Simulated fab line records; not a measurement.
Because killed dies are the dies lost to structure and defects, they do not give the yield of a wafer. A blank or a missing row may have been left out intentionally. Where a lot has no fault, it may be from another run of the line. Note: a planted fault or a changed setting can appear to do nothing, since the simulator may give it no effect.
Chamber matching / flow n5-finfet / N5_BEOL_M11_DEP_56 on pecvd-02: 3 sister chambers
The step deposits SiCN from 3MS/NH3, target thk 30 nm, time 10.5 s. 6 wafers are shown with their chamber, then 7 later ones without.

## EACH WAFER AND ITS CHAMBER
wafer=L085.1; chamber=0; throttle-valve-pct (%)=18.9; showerhead-plenum-p-Torr (Torr)=4.184
wafer=L085.5; chamber=0; throttle-valve-pct (%)=19.0; showerhead-plenum-p-Torr (Torr)=4.172
wafer=L091.1; chamber=2; throttle-valve-pct (%)=16.8; showerhead-plenum-p-Torr (Torr)=4.177
wafer=L091.6; chamber=2; throttle-valve-pct (%)=16.3; showerhead-plenum-p-Torr (Torr)=4.181
wafer=L093.1; chamber=1; throttle-valve-pct (%)=17.9; showerhead-plenum-p-Torr (Torr)=4.143
wafer=L093.4; chamber=1; throttle-valve-pct (%)=17.8; showerhead-plenum-p-Torr (Torr)=4.148

## WAFERS WITHOUT THEIR CHAMBER
wafer=L093.6; throttle-valve-pct (%)=19.0; showerhead-plenum-p-Torr (Torr)=4.189
wafer=L094.2; throttle-valve-pct (%)=16.6; showerhead-plenum-p-Torr (Torr)=4.170
wafer=L094.4; throttle-valve-pct (%)=17.9; showerhead-plenum-p-Torr (Torr)=4.145
wafer=L094.5; throttle-valve-pct (%)=16.4; showerhead-plenum-p-Torr (Torr)=4.180
wafer=L095.3; throttle-valve-pct (%)=18.8; showerhead-plenum-p-Torr (Torr)=4.174
wafer=L095.5; throttle-valve-pct (%)=18.1; showerhead-plenum-p-Torr (Torr)=4.156
wafer=L095.6; throttle-valve-pct (%)=19.0; showerhead-plenum-p-Torr (Torr)=4.194

## THE CHAMBER EACH PASSED THROUGH
wafer=L093.6; from the rows above=0; in truth=0
wafer=L094.2; from the rows above=2; in truth=2
wafer=L094.4; from the rows above=1; in truth=1
wafer=L094.5; from the rows above=2; in truth=2
wafer=L095.3; from the rows above=0; in truth=0
wafer=L095.5; from the rows above=1; in truth=1
wafer=L095.6; from the rows above=0; in truth=0
Correct placement for 7 of the 7. Number that these rows cannot place: 0. Placed wrongly: 0.
How it was worked out, from the rows above alone: a wafer's distance from a chamber is the root of the sum, over the readings, of the square of ((its reading less the chamber's mean) divided by the reading's scatter). If the next closest chamber is less than 2 further off than the closest, the wafer can't be placed; otherwise it belongs to the closest. Each chamber's mean is taken over the wafers shown for it. The scatter: the root of (the sum of the squares of (reading less its chamber's mean) over the shown wafers, divided by (wafers less chambers)).
